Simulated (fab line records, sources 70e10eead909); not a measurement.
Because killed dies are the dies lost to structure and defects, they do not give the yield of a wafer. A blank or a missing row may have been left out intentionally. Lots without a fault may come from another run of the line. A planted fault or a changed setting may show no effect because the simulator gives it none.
Matching of chambers -- flow nand_harc -- cmp-04 running NHARC_A_DECK1_JOINT_CMP_02: 4 sister chambers
The step polishes SiOx. 8 wafers are shown with their chamber, then 11 later ones without.

WAFERS PAIRED WITH THEIR CHAMBERS
wafer,chamber,motor_current_A (A),retaining_ring_pressure_frac
L081.6,3,13.2,1.001
L083.1,1,12.5,1.004
L084.2,0,11.5,1.002
L084.6,2,13.0,1.000
L086.1,0,11.5,1.008
L086.2,1,13.0,0.991
L086.5,3,13.5,1.002
L087.1,2,13.4,1.005

WAFERS WHOSE CHAMBER IS MISSING
wafer,motor_current_A (A),retaining_ring_pressure_frac
L087.5,13.6,1.000
L087.6,12.7,1.007
L092.1,13.2,0.989
L092.3,13.9,0.999
L092.4,13.5,1.000
L095.3,12.9,0.999
L095.4,12.0,1.000
L095.6,14.2,1.006
L096.1,13.6,1.000
L096.2,13.5,0.997
L096.6,12.1,1.001

WHICH CHAMBER EACH WENT THROUGH
wafer,from the rows above,in truth
L087.5,can't be placed: 3 or 2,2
L087.6,can't be placed: 1 or 2 or 3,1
L092.1,can't be placed: 1 or 3 or 2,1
L092.3,can't be placed: 3 or 2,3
L092.4,can't be placed: 3 or 2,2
L095.3,can't be placed: 1 or 2 or 3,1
L095.4,can't be placed: 0 or 1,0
L095.6,can't be placed: 3 or 2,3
L096.1,can't be placed: 3 or 2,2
L096.2,can't be placed: 3 or 2 or 1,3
L096.6,can't be placed: 0 or 1 or 2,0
Correct placement for 0 of the 11. From these rows, 11 cannot be placed; in 11 the true chamber is one of the candidates. Placed wrongly: 0.
How it was worked out, from the rows above alone: a wafer's distance from a chamber is the root of the sum, over the readings, of the square of ((its reading less the chamber's mean) divided by the reading's scatter). If the next closest chamber is less than 2 further off than the closest, the wafer can't be placed; otherwise it belongs to the closest. For every chamber, the mean is computed from those of its wafers that are shown. How the scatter is found: for the shown wafers, subtract from each reading the mean of its chamber, square and add these, divide the total by (wafers less chambers), then take the root.
